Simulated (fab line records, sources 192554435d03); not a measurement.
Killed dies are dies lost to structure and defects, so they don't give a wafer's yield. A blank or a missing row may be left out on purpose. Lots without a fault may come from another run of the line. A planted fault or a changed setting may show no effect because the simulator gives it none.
A struck lot beside a sound one | flow n5_finfet | 16 steps out of a route of 1938
Sound: wafers L479.1, L479.5, L479.6. Struck: wafer L490.2. (L490.6 of the same lot was not struck and is left out.) The cause comes at the end.
At each step with rows: each side's tool, then ch and its chambers, then its first start. Under that, the readings that differ: sound wafers | struck wafers | difference of the means | sigmas: that difference in standard deviations of wafers without a fault.
alike: readings whose means differ by less than 2 such deviations, and words and numbers that are the same on both sides. not compared: withheld readings, readings that some wafer has no value for, bounds like >300 that may hide the same value, and numbers for which the record gives no deviation and whose values overlap.
The two part at a step that has a row with sigmas, a row that says differs or no value, or rows on one side only. Numbers that don't overlap but have no deviation are shown without sigmas and don't part them. A reading that every wafer of one side lacks parts them only if that side has two wafers or more.

first, 1 step without rows for these wafers: N5_BEOL_M1_DEVELOP_27 (develop time 30 s).
N5_BEOL_M1_CD_MEAS_28: target cd y 23.3 nm.
  sound on cd_sem-01 ch 0, day 6 04:47; struck on cd_sem-03 ch 0, day 8 20:52
  alike: cd_nm
N5_BEOL_M1_OVL_MEAS_29:
  sound on overlay-02 ch 0, day 6 04:49; struck on overlay-01 ch 0, day 8 20:55
  reading     | sound       | struck | difference | sigmas
  V0_OVL (nm) | 1.2 1.0 1.4 | -0.4   | -1.6       | -2
N5_BEOL_M1_INSPECT_30: inspects for defects (brightfield).
  sound on defect_inspect-01, day 6 04:52; struck on defect_inspect-02, day 8 20:58
  alike: raw_defect_count
N5_BEOL_M1_DESCUM_33: chemistry O2, time 7 s.
  sound on rie_diel-02 ch 0,1,2, day 6 04:54; struck on rie_diel-03 ch 3, day 8 20:59
  reading             | sound             | struck | difference | sigmas
  o2_flow_sccm (sccm) | 224.1 225.3 224.7 | 227.2  | +2.5       | +3
  alike: drypump_motor_current_A, oes_product_au, rf_vpp_V, showerhead_plenum_p_Torr, throttle_valve_pct
  not compared: rf_hours_counter_h
then, 1 step without rows for these wafers: N5_BEOL_M1_ETCH_77 (etches underlayer in N2/H2, target depth 6.5 nm, time 5.2 s).
N5_BEOL_M1_ETCH_69: etches SiARC in CF4, target depth 15.6 nm, time 26 s.
  sound on rie_diel-02 ch 0,1,2, day 6 04:57; struck on rie_diel-03 ch 3, day 8 21:02
  alike: bias_w, drypump_motor_current_A, etch_rf_on_time_s, oes_product_au, rf_vpp_V, showerhead_plenum_p_Torr, throttle_valve_pct
  not compared: rf_hours_counter_h
N5_BEOL_M1_ALD_98: deposits SiO2, target thk 2.5 nm, pulse time 1 s, co reactant pulse time 1 s.
  sound on ald_sin-03 ch 0,2,3, day 6 05:02; struck on ald_sin-02 ch 2, day 8 22:14
  alike: heater_power_w, precursor_pulse_height_rel, susceptor_temp_C
  not compared: since_wet_clean_h
N5_BEOL_M1_ETCHBACK_99: etches SiO2 in CHF3, target depth 5 nm, time 10.4 s.
  sound on rie_diel-05 ch 0,1,3, day 6 08:40; struck on rie_diel-02 ch 3, day 8 22:56
  alike: bias_w, drypump_motor_current_A, oes_product_au, rf_vpp_V, showerhead_plenum_p_Torr, throttle_valve_pct
  not compared: rf_hours_counter_h
N5_BEOL_M1_ETCH_70: etches SOC in N2/H2, target depth 80 nm, overetch 16 nm, time 120 s.
  sound on rie_diel-05 ch 0,1,3, day 6 08:41; struck on rie_diel-02 ch 3, day 8 22:58
  alike: bias_w, drypump_motor_current_A, oes_product_au, rf_vpp_V, showerhead_plenum_p_Torr, throttle_valve_pct
  not compared: rf_hours_counter_h
then, 2 steps without rows for these wafers: N5_BEOL_M1_STRIP_71 (strips in N2/H2); N5_BEOL_M1_STRIP_78 (strips in N2/H2).
N5_BEOL_M1_VIA_ETCH_34: etches the open film in C4F6/O2, target depth 67.8 nm, time 64.4 s.
  sound on rie_diel-05 ch 0,1,3, day 6 08:48; struck on rie_diel-02 ch 3, day 8 23:04
  reading                                  | sound             | struck | difference | sigmas
  oes_product_au (a.u.)                    | 0.76 0.72 0.85    | 0.57   | -0.21      | -3
  model.etch.depth_nm (nm)                 | 67.92 66.64 69.08 | 41.27  | -26.61     |
  model.SOC_of_BEOL_M1_COAT_67.thk_nm (nm) | 52.2 52 51.6      | 55     | +3         |
  alike: O2_flow_sccm, bias_w, drypump_motor_current_A, rf_vpp_V, showerhead_plenum_p_Torr, throttle_valve_pct
  not compared: rf_hours_counter_h
then, 1 step without rows for these wafers: N5_BEOL_M1_STRIP_83 (strips in C4F6/O2).
N5_BEOL_M4_RC_MEAS_101:
  sound on prober-01 ch 0, day 7 20:32; struck on prober-01 ch 0, day 10 14:39
  alike: DIBL_N, DIBL_P, IOFF_N, IOFF_P, ION_N, ION_P, SS_N, SS_P, VT_N, VT_P
then, 1 step without rows for these wafers: N5_PASSIVATION_PROBE_49.

WHERE THEY PART
First at N5_BEOL_M1_OVL_MEAS_29; last, within this record, at N5_BEOL_M1_VIA_ETCH_34. Later steps at which nothing parts them and some readings are alike: N5_BEOL_M4_RC_MEAS_101.

WHY: what the simulator had put in
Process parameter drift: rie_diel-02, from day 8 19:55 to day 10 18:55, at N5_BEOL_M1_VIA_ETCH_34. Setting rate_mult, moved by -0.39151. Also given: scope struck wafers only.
